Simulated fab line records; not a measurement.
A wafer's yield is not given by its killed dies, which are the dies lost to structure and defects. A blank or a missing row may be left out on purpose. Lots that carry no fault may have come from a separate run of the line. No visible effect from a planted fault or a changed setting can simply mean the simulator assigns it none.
fab line records ; flow nandHarc
[record] lots = 12; wafers = 36; lastDay = 24
route steps=1159 shown P_ZERO_WELL@16 P_GATE@139
lots that met no fault: from a run of the same line without faults
startH: hours from the record's opening day to when the first of the lot's shown wafers began ; waitH: hours from the lot's prior step to this one ; " repeats the value in the row above ; L1.1+2: a row that stands for several wafers ; - value missing, or start not given ; * or withheld: withheld ; < > ~ a bound
route shown NAME@n: names a module that has steps shown in the file, with the first one's number in the route ; usual: mean and standard deviation over wafers with no fault ; same: alike in all rows ; chamber/n: place in a boat ; sites: per-site readings ; _std_site: standard deviation of those values ; _edge_site: outer sites' mean less inner sites' ; radiusMm: how far each site lies from the wafer's centre ; mask NAME#n: copy n ; behind: the tool/chamber that last shaped the wafer ; hold: what put the lot on hold/how long, in hours/how the hold closed ; device: whichever transistor did not switch (one of n, p or np) ; end of line: at the end of the route, the tests of the same wafers ; a step without rows: its recipe alone ; killed: the dies lost at the first sort to structure and to defects; this is not the yield of the wafer ; map: the dies of a wafer, with x for killed, . for not killed, _ for no die there
set.NAME: the setting as run; set.NAME@STEP: as run at that earlier step ; model.NAME: the simulator's own value behind a step, which no gauge read
the route's steps for a sample of lots (tables are steps, rows are wafers)
services: a tool's chamber out of use, with start hour (startH, from the record's first day; less than 0 if before it), hours out, and reason
[[steps]]
[step NHARC_P_ZERO_WELL_DESCUM_13]
[recipe] timeS = 3; o2FlowSccm = 200; arFlowSccm = 0; biasPowerW = 0; chemistry = O2
[usual] drypumpMotorCurrentA = 5.8/0.46; oesProductAu = 1.000/0.0082; rfVppV = 57.8/0.86; showerheadPlenumPTorr = 1.91/0.068; throttleValvePct = 11.312/0.0083
lot.wafer;tool;chamber;startH;waitH;drypumpMotorCurrentA;oesProductAu;rfHoursCounterH;rfVppV;showerheadPlenumPTorr;throttleValvePct
L204.2;rieDiel-02;1;13.39;-;6.3;0.991;1.7;56.9;1.94;11.321
L204.1;rieDiel-02;3;13.39;-;5.9;1.001;2.3;57.2;2.03;11.304
L204.3;rieDiel-02;0;13.39;-;5.4;1.004;1.3;57.7;1.85;11.329
L205.3;rieDiel-12;0;19.44;-;6.5;1.003;10.5;58.2;1.85;11.317
L205.1;rieDiel-12;1;19.44;-;5.2;1.015;10.1;58.3;1.94;11.304
L205.4;rieDiel-12;2;19.44;-;5.4;1.009;11.3;57.2;1.79;11.313
L207.2;rieDiel-03;0;31.41;-;6.1;1.011;11.7;57.8;1.87;11.316
L207.5;rieDiel-03;2;31.41;-;5.8;1.013;-;57.3;1.92;11.313
L207.6;rieDiel-03;3;31.41;-;6.1;0.996;-;59.2;1.95;11.318
L208.1;rieDiel-02;0;37.38;-;5.4;1.003;2.2;56.9;1.85;11.319
L208.4;rieDiel-02;2;37.38;-;5.8;1.002;2.9;58.5;1.96;11.315
L208.5;rieDiel-02;3;37.38;-;5.9;1.001;-;58.3;2.03;11.299
L210.3;rieDiel-12;1;49.40;-;5.2;1.004;1.8;57.6;1.94;11.338
L210.2;rieDiel-12;2;49.40;-;5.4;1.004;1.4;57.7;1.79;11.317
L210.4;rieDiel-12;3;49.40;-;5.9;0.986;1.1;58.2;1.94;11.297
L212.4;rieDiel-12;0;61.39;-;6.4;0.996;2.2;56.4;1.85;11.308
L212.3;rieDiel-12;2;61.39;-;5.4;0.991;2.2;55.3;1.78;11.303
L212.2;rieDiel-12;3;61.39;-;5.9;0.994;1.7;58.5;1.94;11.322
L213.2;rieDiel-02;3;67.47;-;5.9;0.998;5.0;58.9;2.03;11.305
L213.1;rieDiel-02;1;67.47;-;6.4;0.993;4.6;58.3;1.94;11.299
L213.4;rieDiel-02;0;67.47;-;5.5;1.015;-;58.8;1.85;11.313
L215.1;rieDiel-12;1;79.40;-;5.2;1.005;3.9;58.2;1.94;11.325
L215.3;rieDiel-12;3;79.40;-;6.0;1.001;3.0;58.9;1.94;11.301
L215.6;rieDiel-12;1;79.40;-;5.2;0.999;-;59.0;1.94;11.313
L216.3;rieDiel-12;3;85.30;-;5.9;1.006;3.1;57.5;1.94;11.322
L216.4;rieDiel-12;2;85.30;-;5.4;0.995;3.5;58.4;1.78;11.321
L216.6;rieDiel-12;3;85.30;-;5.9;1.003;-;58.4;1.94;11.323
L217.1;rieDiel-12;0;91.40;-;6.4;1.002;3.8;57.5;1.85;11.324
L217.4;rieDiel-12;2;91.40;-;5.4;0.999;3.7;56.3;1.78;11.304
L217.2;rieDiel-12;3;91.40;-;5.9;1.011;3.3;58.3;1.94;11.310
L220.3;rieDiel-03;1;109.40;-;5.0;0.986;4.5;58.8;2.00;11.314
L220.5;rieDiel-03;1;109.40;-;5.0;1.000;-;58.3;2.00;11.306
L220.6;rieDiel-03;3;109.40;-;6.1;0.988;-;59.9;1.95;11.298
L227.3;rieDiel-12;0;151.47;-;6.5;0.992;8.7;57.5;1.85;11.315
L227.1;rieDiel-12;1;151.47;-;5.2;1.002;8.8;55.5;1.94;11.313
L227.4;rieDiel-12;2;151.47;-;5.4;0.991;8.1;57.2;1.78;11.307
[step NHARC_P_ZERO_WELL_ETCH_63]
[recipe] targetDepthA = 1200; timeS = 40.1; hbrFlowSccm = 150; cl2FlowSccm = 50; rfW = 400; icpW = 400; biasW = 100; chemistry = HBr/Cl2
[usual] drypumpMotorCurrentA = 5.9/0.38; oesProductAu = 0.999/0.0073; throttleValvePct = 26.406/0.0084
lot.wafer;tool;chamber;startH;waitH;drypumpMotorCurrentA;oesProductAu;rfHoursCounterH;throttleValvePct
L204.2;rieSi-01;0;13.65;-;5.3;0.998;0.5;26.411
L204.1;rieSi-01;1;13.65;-;5.4;0.996;0.4;26.396
L204.3;rieSi-01;3;13.65;-;5.5;1.005;0.6;26.409
L205.3;rieSi-02;0;19.71;-;6.3;0.986;1.2;26.408
L205.1;rieSi-02;1;19.71;-;6.0;1.003;1.2;26.412
L205.4;rieSi-02;2;19.71;-;5.9;0.992;1.1;26.401
L207.2;rieSi-02;0;31.70;-;6.3;0.992;1.3;26.405
L207.5;rieSi-02;1;31.70;-;5.9;0.996;-;26.400
L207.6;rieSi-02;2;31.70;-;5.9;0.989;-;26.409
L208.1;rieSi-01;3;37.63;-;5.5;1.007;0.8;26.416
L208.4;rieSi-01;0;37.63;-;5.3;1.003;0.8;26.410
L208.5;rieSi-01;0;37.63;-;5.3;1.007;-;26.397
L210.4;rieSi-05;2;49.66;-;6.5;0.991;1.3;26.397
L210.3;rieSi-05;3;49.66;-;5.9;0.999;1.3;26.409
L210.2;rieSi-05;0;49.66;-;6.3;1.003;1.2;26.394
L212.3;rieSi-05;2;61.66;-;6.5;0.999;1.3;26.393
L212.4;rieSi-05;3;61.66;-;5.9;1.006;1.4;26.413
L212.2;rieSi-05;0;61.66;-;6.3;1.008;1.3;26.411
L213.2;rieSi-01;1;67.77;-;5.4;0.995;0.9;26.409
L213.4;rieSi-01;3;67.77;-;5.6;0.993;1.1;26.409
L213.1;rieSi-01;0;67.77;-;5.3;0.997;1.1;26.405
L215.1;rieSi-02;3;79.65;-;6.2;0.996;0.4;26.426
L215.3;rieSi-02;0;79.65;-;6.3;1.004;0.5;26.410
L215.6;rieSi-02;0;79.65;-;6.2;1.001;-;26.417
L216.3;rieSi-01;0;85.56;-;5.3;1.001;1.3;26.411
L216.4;rieSi-01;3;85.56;-;5.5;0.993;1.3;26.408
L216.6;rieSi-01;0;85.56;-;5.2;1.011;-;26.391
L217.1;rieSi-02;0;91.66;-;6.3;1.001;0.6;26.408
L217.4;rieSi-02;1;91.66;-;6.0;0.995;0.5;26.414
L217.2;rieSi-02;3;91.66;-;6.2;0.995;0.5;26.417
L220.3;rieSi-01;1;109.70;-;5.4;1.006;1.4;26.402
L220.5;rieSi-01;0;109.70;-;5.2;1.012;-;26.427
L220.6;rieSi-01;1;109.70;-;5.4;1.000;-;26.404
L227.3;rieSi-01;0;151.72;-;5.2;0.994;0.1;26.409
L227.4;rieSi-01;1;151.72;-;5.4;0.996;0.1;26.413
L227.1;rieSi-01;3;151.72;-;5.5;1.002;0.1;26.427
[step NHARC_P_GATE_PEB_24]
[recipe] pebTempC = 100; pebTimeS = 65
[usual] heaterPowerTotalW = 156.6/0.43
lot.wafer;tool;chamber;startH;waitH;heaterPowerTotalW
L204.1;lithoTrack-04;0;88.51;0.1;156.9
L204.2;lithoTrack-04;0;88.51;0.1;156.7
L204.3;lithoTrack-04;0;88.51;0.1;157.1
L205.1;lithoTrack-01;0;88.67;0.1;157.2
L205.3;lithoTrack-01;0;88.67;0.1;156.8
L205.4;lithoTrack-01;0;88.67;0.1;156.3
L207.2;lithoTrack-06;0;102.46;0.1;157.0
L207.5;lithoTrack-06;0;102.46;0.1;156.0
L207.6;lithoTrack-06;0;102.46;0.1;156.0
L208.1;lithoTrack-06;0;113.11;0.1;156.6
L208.4;lithoTrack-06;0;113.11;0.1;155.9
L208.5;lithoTrack-06;0;113.11;0.1;155.9
L210.2;lithoTrack-06;0;130.34;0.1;156.5
L210.3;lithoTrack-06;0;130.34;0.1;156.3
L210.4;lithoTrack-06;0;130.34;0.1;157.1
L212.2;lithoTrack-06;0;138.77;0.1;157.0
L212.3;lithoTrack-06;0;138.77;0.1;156.6
L212.4;lithoTrack-06;0;138.77;0.1;156.8
L213.1;lithoTrack-06;0;145.34;0.1;157.1
L213.2;lithoTrack-06;0;145.34;0.1;156.0
L213.4;lithoTrack-06;0;145.34;0.1;156.8
L216.3;lithoTrack-04;0;165.53;0.0;156.7
L216.4;lithoTrack-04;0;165.53;0.0;156.8
L216.6;lithoTrack-04;0;165.53;0.0;156.1
L215.1;lithoTrack-06;0;166.85;0.1;346.7
L215.3;lithoTrack-06;0;166.85;0.1;346.8
L215.6;lithoTrack-06;0;166.85;0.1;347.1
L217.1;lithoTrack-04;0;167.11;0.1;156.1
L217.2;lithoTrack-04;0;167.11;0.1;156.8
L217.4;lithoTrack-04;0;167.11;0.1;157.0
L220.3;lithoTrack-06;0;179.74;0.0;344.2
L220.5;lithoTrack-06;0;179.74;0.0;344.5
L220.6;lithoTrack-06;0;179.74;0.0;347.1
L227.1;lithoTrack-01;0;221.71;0.1;157.2
L227.3;lithoTrack-01;0;221.71;0.1;157.0
L227.4;lithoTrack-01;0;221.71;0.1;156.9
[step NHARC_P_GATE_CD_MEAS_26]
[recipe] targetCdNm = 120; landingEnergyEv = 500
[usual] cdNm = 119.7/0.59
[same] landingEnergyEv = 500
lot.wafer;tool;chamber;startH;waitH;hold;cdNm
L204.1;cdSem-01;0;88.59;-;-;120.8
L204.2;cdSem-01;0;88.59;-;-;120.4
L204.3;cdSem-01;0;88.59;-;-;120.5
L205.1;cdSem-02;0;88.75;-;-;120.3
L205.3;cdSem-02;0;88.75;-;-;120.0
L205.4;cdSem-02;0;88.75;-;-;119.5
L207.2;cdSem-01;0;102.54;-;-;118.6
L207.5;cdSem-01;0;102.54;-;-;119.2
L207.6;cdSem-01;0;102.54;-;-;119.3
L208.1;cdSem-01;0;113.19;-;-;119.7
L208.4;cdSem-01;0;113.19;-;-;119.5
L208.5;cdSem-01;0;113.19;-;-;120.0
L210.2;cdSem-01;0;130.43;-;-;119.4
L210.3;cdSem-01;0;130.43;-;-;119.2
L210.4;cdSem-01;0;130.43;-;-;119.1
L212.2;cdSem-02;0;138.85;-;-;118.8
L212.3;cdSem-02;0;138.85;-;-;119.0
L212.4;cdSem-02;0;138.85;-;-;119.2
L213.1;cdSem-03;0;145.42;-;-;119.1
L213.2;cdSem-03;0;145.42;-;-;120.1
L213.4;cdSem-03;0;145.42;-;-;119.6
L216.3;cdSem-03;0;165.61;-;-;120.4
L216.4;cdSem-03;0;165.61;-;-;120.3
L216.6;cdSem-03;0;165.61;-;-;120.6
L215.1;cdSem-02;0;166.93;-;awaitDispo/0.2h/release;185.1
L215.3;cdSem-02;0;166.93;-;awaitDispo/0.2h/release;185.9
L215.6;cdSem-02;0;166.93;-;awaitDispo/0.2h/release;186.2
L215.1;cdSem-02;0;-;-;-;185.5
L215.3;cdSem-02;0;-;-;-;185.6
L215.6;cdSem-02;0;-;-;-;185.8
L217.1;cdSem-01;0;167.19;-;-;120.8
L217.2;cdSem-01;0;167.19;-;-;119.8
L217.4;cdSem-01;0;167.19;-;-;120.3
L220.3;cdSem-01;0;179.82;-;awaitDispo/0.2h/release;186.1
L220.5;cdSem-01;0;179.82;-;awaitDispo/0.2h/release;186.2
L220.6;cdSem-01;0;179.82;-;awaitDispo/0.2h/release;185.6
L220.3;cdSem-01;0;-;-;-;185.5
L220.5;cdSem-01;0;-;-;-;186.3
L220.6;cdSem-01;0;-;-;-;185.5
L227.1;cdSem-01;0;221.79;-;-;119.6
L227.3;cdSem-01;0;221.79;-;-;119.6
L227.4;cdSem-01;0;221.79;-;-;119.7
[step NHARC_P_GATE_STRIP_76]
[recipe] powerW = 1500; tempC = 250; chemistry = O2
[usual] drypumpMotorCurrentA = 5.57/0.14; heaterPowerW = 312/28
lot.wafer;tool;chamber;startH;waitH;drypumpMotorCurrentA;heaterPowerW;rfHoursCounterH
L205.1;plasmaAsher-02;0;105.40;0.2;5.52;276;30
L205.3;plasmaAsher-02;0;105.40;0.2;5.57;274;-
L205.4;plasmaAsher-02;1;105.40;0.2;5.45;316;-
L204.2;plasmaAsher-02;0;106.93;0.2;5.55;281;32
L204.1;plasmaAsher-02;1;106.93;0.2;5.45;309;32
L204.3;plasmaAsher-02;1;106.93;0.2;5.45;316;-
L207.2;plasmaAsher-02;0;117.34;0.2;5.52;280;36
L207.6;plasmaAsher-02;1;117.34;0.2;5.44;316;-
L207.5;plasmaAsher-02;0;117.34;0.2;5.49;285;-
L208.1;plasmaAsher-01;0;127.88;0.2;5.58;363;6
L208.4;plasmaAsher-01;0;127.88;0.2;5.58;357;-
L208.5;plasmaAsher-01;1;127.88;0.2;5.83;313;-
L210.2;plasmaAsher-02;0;145.41;0.2;5.49;283;43
L210.3;plasmaAsher-02;0;145.41;0.2;5.53;285;-
L210.4;plasmaAsher-02;1;145.41;0.2;5.45;310;-
L212.2;plasmaAsher-02;1;153.31;0.2;5.44;310;46
L212.4;plasmaAsher-02;0;153.31;0.2;5.48;285;-
L212.3;plasmaAsher-02;1;153.31;0.2;5.44;319;-
L213.1;plasmaAsher-02;1;160.10;0.2;5.44;315;48
L213.2;plasmaAsher-02;0;160.10;0.2;5.53;278;48
L213.4;plasmaAsher-02;0;160.10;0.2;5.53;284;-
L216.4;plasmaAsher-02;1;180.96;0.2;5.44;312;-
L216.3;plasmaAsher-02;0;180.96;0.2;5.56;275;-
L216.6;plasmaAsher-02;0;180.96;0.2;5.50;274;-
L217.2;plasmaAsher-01;1;187.54;0.2;5.86;320;30
L217.1;plasmaAsher-01;0;187.54;0.2;5.56;358;30
L217.4;plasmaAsher-01;0;187.54;0.2;5.56;355;-
L227.1;plasmaAsher-01;0;236.26;0.2;5.60;357;44
L227.3;plasmaAsher-01;1;236.26;0.2;5.86;319;-
L227.4;plasmaAsher-01;0;236.26;0.2;5.57;352;-
[[services]]
tool;chamber;startH;hours;kind
plasmaAsher-02;-;6.17;9.0;pm
rieDiel-12;-;25.40;9.0;pm
rieSi-02;-;34.00;9.0;pm
rieDiel-02;2;64.27;16.2;repair
rieDiel-02;0;87.87;21.5;repair
plasmaAsher-01;-;99.00;9.0;pm
rieDiel-12;2;113.53;3.2;repair
lithoTrack-06;-;117.00;7.0;pm
rieSi-02;1;118.58;6.9;repair
rieSi-01;-;127.00;9.0;pm
rieSi-02;-;128.53;0.2;repair
rieDiel-12;0;130.88;4.4;repair
lithoTrack-04;-;141.00;7.0;pm
rieDiel-02;-;150.73;9.0;pm
rieDiel-02;3;161.05;3.9;repair
plasmaAsher-02;-;162.84;6.2;repair
plasmaAsher-02;-;183.23;9.0;pm
plasmaAsher-01;-;192.66;8.7;repair
rieSi-02;-;199.33;1.8;repair
rieDiel-02;0;200.15;1.5;repair
rieSi-01;1;200.48;14.4;repair
rieDiel-12;-;202.40;9.0;pm
rieSi-02;-;211.00;9.0;pm
rieDiel-12;2;213.05;9.5;repair
[[key]]
[firstSign] step = NHARC_P_GATE_PEB_24; reading = heaterPowerTotalW; direction = up; sigmas = 99+; usual = *; struck = *
[effect] step = NHARC_P_GATE_CD_MEAS_26; reading = visit; direction = added
[effect] step = NHARC_P_GATE_CD_MEAS_26; reading = cdNm; direction = up; sigmas = 99+; usual = 119.7; struck = 185.9
metAt NHARC_P_GATE_PEB_24
struckLots L215,L220
scrappedBehind NHARC_P_GATE_CD_MEAS_26 L215.1,L215.3,L215.6,L220.3,L220.5,L220.6
notActingAt NHARC_P_ZERO_WELL_DESCUM_13,NHARC_P_ZERO_WELL_ETCH_63,NHARC_P_GATE_STRIP_76
onsetBetween 145.34 166.85
[fault] kind = processParameterDrift; tool = lithoTrack-06; chamber = -; onsetH = 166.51; steps = NHARC_P_GATE_PEB_24; channel = pebTimeS; offset = *; shape = step; endH = 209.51; actsIn = *; stated = *
